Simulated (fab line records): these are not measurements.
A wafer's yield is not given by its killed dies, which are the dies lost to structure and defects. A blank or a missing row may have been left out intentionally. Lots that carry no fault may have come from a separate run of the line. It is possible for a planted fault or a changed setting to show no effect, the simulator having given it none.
Comparing a struck lot with a sound one | flow n5 finfet | 38 steps out of a route of 1938
Sound: these wafers, L369.1, L369.4, L369.6. Struck: wafers L378.3, L378.4, L378.5. The cause comes at the end.
Each step with rows lists, per side, the tool, then ch with its chambers, then its first start. Under that, the readings that differ: sound wafers | struck wafers | difference of the means | sigmas: that difference in standard deviations of wafers without a fault.
alike: readings with means less than 2 such deviations apart, plus words and numbers identical on both sides. not compared: withheld readings, readings lacking a value on some wafer, bounds such as >300 that could conceal the same value, and numbers that have no deviation in the record and whose values overlap.
Wherever a step has rows on one side only, a row that says differs or no value, or a row with sigmas, the two part there. Numbers that don't overlap but have no deviation are shown without sigmas and don't part them. A reading missing from all wafers of one side parts the sides only when that side holds two or more wafers.

first, 10 steps without rows for these wafers: N5_FIN_SAQP_DESCUM_21 (chemistry O2, time 7.9 s); N5_FIN_SAQP_ETCH_51 (etches SiARC in CF4, target depth 45.5 nm, time 75.8 s); N5_FIN_SAQP_ETCH_52 (etches SOC in N2/H2, target depth 100 nm, overetch 20 nm, time 150 s); N5_FIN_SAQP_STRIP_53 (strips in N2/H2); N5_FIN_SAQP_HM_OPEN_73 (chemistry CHF3/O2, target SiO2, stops on a-Si, target depth 12 nm, time 16.8 s); N5_FIN_SAQP_STRIP_74 (strips in CHF3/O2); N5_FIN_SAQP_MANDREL_ETCH_22 (etches a-Si in HBr/Cl2, stops on SiNx, target depth 60 nm, bt time 10 s, time 30 s); N5_FIN_SAQP_STRIP_55 (strips in N2/H2); N5_FIN_SAQP_STRIP_23 (strips in SPM, time 750 s); N5_FIN_SAQP_SRD_66 (time 30 s).
N5_FIN_SAQP_RECESS_75: chemistry HF/NH3, target SiO2, target depth 14.4 nm, afs cycles 3, sublimation time 60 s.
  sound on vapor etch-02 ch 0,1, day 3 16:33; struck on vapor etch-02 ch 0,1, day 5 22:38
  alike: drypump motor current A
then, 23 steps without rows for these wafers: N5_FIN_SAQP_SPACER1_ALD_24 (deposits SiO2, target thk 20.3 nm, pulse time 1 s, purge time 2 s); N5_FIN_SAQP_SPACER1_ETCHBACK_25 (etches SiO2 in CHF3/O2, target depth 24.4 nm, time 12.2 s); N5_FIN_SAQP_MANDREL1_REMOVE_56 (chemistry HBr/Cl2/O2, target a-Si, stops on SiNx, bt time 10 s); N5_FIN_SAQP_ETCH_57 (etches SiNx in CH3F/O2, target depth 32.5 nm, time 46.4 s); N5_FIN_SAQP_ETCH_65 (etches SiO2 in CF4, target depth 4 nm, time 4.4 s); N5_FIN_SAQP_MANDREL_ETCH_58 (etches a-Si in HBr/Cl2, stops on SiNx, target depth 45 nm, bt time 10 s, time 27 s); N5_FIN_SAQP_RECESS_63 (chemistry HF/NH3, target SiO2, target depth 18 nm, afs cycles 3, sublimation time 60 s); N5_FIN_SAQP_COAT_68 (time 60 s, resist thk 100 nm); N5_FIN_SAQP_ETCH_69 (etches SOC in N2/H2, stops on SiNx, target depth 150 nm); N5_FIN_SAQP_ETCH_67 (etches SiNx in CH3F/O2, target depth 30 nm); N5_FIN_SAQP_STRIP_70 (strips in N2/H2); N5_FIN_SAQP_RECESS_71 (chemistry HF/NH3, target SiO2, target depth 3 nm, afs cycles 1, sublimation time 60 s); N5_FIN_SAQP_SPACER2_ALD_28 (deposits SiO2, target thk 8.1 nm, pulse time 1 s, purge time 2 s); N5_FIN_SAQP_SPACER2_ETCHBACK_29 (etches SiO2 in CHF3/O2, target depth 12.2 nm, time 6.1 s); N5_FIN_SAQP_MANDREL2_REMOVE_60 (chemistry HBr/Cl2/O2, target a-Si, stops on SiNx, bt time 10 s); N5_FIN_SAQP_HM_OPEN_33 (chemistry CH3F/O2, target SiNx, target depth 49.4 nm, time 70.6 s); N5_FIN_SAQP_ETCH_34 (etches SiO2 in C4F6/O2, target depth 45 nm, time 15 s); N5_FIN_SAQP_STRIP_77 (strips in N2/H2, time 90 s); N5_FIN_SAQP_ETCH_64 (etches SiO2 in CF4, target depth 1.5 nm); N5_FIN_SAQP_FIN_ETCH_36 (etches the open film in HBr/Cl2/O2, target depth 120 nm, time 50.4 s); N5_FIN_SAQP_PRECLEAN_38 (cleans in O3/DIW, time 45 s); N5_FIN_SAQP_PRECLEAN_45 (cleans in dHF, time 10 s); N5_FIN_SAQP_SRD_39 (time 30 s).
N5_FIN_SAQP_INSPECT_40: inspects for defects (brightfield).
  struck on defect inspect-01, day 6 01:59; sound on defect inspect-01, day 3 20:07
  reading          | sound       | struck         | difference | sigmas
  raw defect count | 145 186 241 | 1336 1281 1272 | +1106      | +13
N5_FIN_CUT_INSPECT_10: inspects for defects (brightfield).
  struck on defect inspect-02, day 6 02:22; sound on defect inspect-01, day 3 20:38
  reading          | sound    | struck         | difference | sigmas
  raw defect count | 28 18 43 | 1176 1097 1154 | +1113      | +86
-- a jump in the record: the struck wafers' starts before and after are 7 days apart (it breaks off in module FIN_CUT and resumes in module BEOL_M4, where the first step shown is number 1111 of the route) --
N5_BEOL_M4_RC_MEAS_101:
  sound on prober-01 ch 0, day 10 03:18; struck on prober-02 ch 0, day 12 23:17
  alike: DIBL_N, DIBL_P, IOFF_N, IOFF_P, ION_N, ION_P, SS_N, SS_P, VT_N, VT_P
-- here the record skips 5 days between the struck wafers' starts before and after, leaving off in module BEOL_M4 and picking up in module PASSIVATION (first step shown: number 1936 of the route) --
N5_PASSIVATION_PROBE_49:
  struck on prober-02, day 17 11:47; sound on prober-01, day 14 21:31
  reading                  | sound          | struck         | difference | sigmas
  defect limited yield (%) | 91.2 93.0 89.8 | 85.7 80.3 88.4 | -6.5       | -5
  killed at front end      | 45 44 41       | 118 193 102    | +94        | +9
  killed dies              | 104 83 120     | 169 233 137    | +77        | +5
  sort_bin_5_function (%)  | 5.2 4.1 5.6    | 9.0 10.8 6.4   | +3.8       | +4
  sort n pass              | 1076 1097 1059 | 1011 946 1043  | -77        | -5
  sort yield pct (%)       | 91.2 93.0 89.7 | 85.7 80.2 88.4 | -6.5       | -5
  alike: killed_at_M0_to_M3, killed_at_M4_up, killed at contacts, killed at other, killed open, killed short, sort_bin_4_leakage, sort_bin_6_memory, sort_bin_8_speed

## WHERE THEY PART
Last at N5_PASSIVATION_PROBE_49 as far as this record goes, first at N5_FIN_SAQP_INSPECT_40.

WHY: whatever the simulator had introduced
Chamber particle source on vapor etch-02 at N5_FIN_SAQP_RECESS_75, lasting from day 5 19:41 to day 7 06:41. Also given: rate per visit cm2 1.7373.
